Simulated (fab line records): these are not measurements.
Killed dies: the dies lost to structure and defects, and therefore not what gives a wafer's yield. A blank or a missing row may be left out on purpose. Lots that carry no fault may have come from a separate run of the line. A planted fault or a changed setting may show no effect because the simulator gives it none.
Matching of chambers    flow n5Finfet    4 sister chambers for N5_BEOL_M8_ETCH_62 on rieDiel-04
The step etches SOC in N2/H2, target depth 110 nm, overetch 22 nm, time 165 s. 20 wafers are shown with their chamber, then 10 later ones without.

## EACH WAFER AND ITS CHAMBER
wafer   chamber  drypumpMotorCurrentA (A)  showerheadPlenumPTorr (Torr)  rfVppV (V)
L075.2  2        5.5                       2.48                          521.5
L075.5  2        5.5                       2.48                          520.3
L075.6  3        6.3                       2.62                          526.5
L076.3  2        5.5                       2.47                          522.9
L076.4  1        6.6                       2.64                          523.6
L076.5  0        6.0                       2.41                          519.7
L079.2  0        6.0                       2.41                          519.5
L079.4  2        5.5                       2.47                          521.4
L079.6  2        5.6                       2.47                          521.0
L081.4  3        6.3                       2.61                          524.7
L081.5  3        6.3                       2.61                          525.2
L081.6  2        5.5                       2.47                          520.9
L087.2  0        6.0                       2.41                          520.1
L087.4  1        6.6                       2.63                          526.4
L087.6  0        6.0                       2.40                          519.6
L089.1  2        5.5                       2.46                          521.3
L089.4  1        6.7                       2.63                          525.3
L089.6  2        5.6                       2.46                          522.3
L093.4  1        6.6                       2.63                          526.7
L093.5  3        6.3                       2.60                          526.6

SIGNATURES (averages over the wafers above)
reading                chamber 0  chamber 1  chamber 2  chamber 3  scatter within a chamber
drypumpMotorCurrentA   6.000      6.625      5.525      6.300      0.0375
showerheadPlenumPTorr  2.4075     2.6325     2.4700     2.6100     0.00685
rfVppV                 519.725    525.500    521.450    525.750    0.918
Rule: a wafer lies at a distance from a chamber equal to the root of the sum of squares, over the readings, of (its reading less the chamber's mean, divided by the reading's scatter). If the next closest chamber is less than 2 further off than the closest, the wafer can't be placed; otherwise it belongs to the closest. How the scatter is found: for the shown wafers, subtract from each reading the mean of its chamber, square and add these, divide the total by (wafers less chambers), then take the root.

## WAFERS WHOSE CHAMBER IS MISSING
wafer   drypumpMotorCurrentA (A)  showerheadPlenumPTorr (Torr)  rfVppV (V)
L093.6  5.5                       2.46                          521.3
L094.1  5.5                       2.46                          521.5
L094.4  6.3                       2.60                          524.7
L094.6  6.6                       2.63                          526.6
L092.1  5.5                       2.46                          522.1
L092.3  6.0                       2.40                          519.9
L092.4  6.3                       2.60                          525.1
L096.2  5.6                       2.46                          519.9
L096.4  6.0                       2.40                          519.7
L096.5  6.6                       2.63                          527.6

## THE CHAMBER EACH PASSED THROUGH
wafer   from the rows above  in truth
L093.6  2                    2
L094.1  2                    2
L094.4  3                    3
L094.6  1                    1
L092.1  2                    2
L092.3  0                    0
L092.4  3                    3
L096.2  2                    2
L096.4  0                    0
L096.5  1                    1
Correctly placed: 10 of 10. Number that these rows cannot place: 0. Placed wrongly: 0.
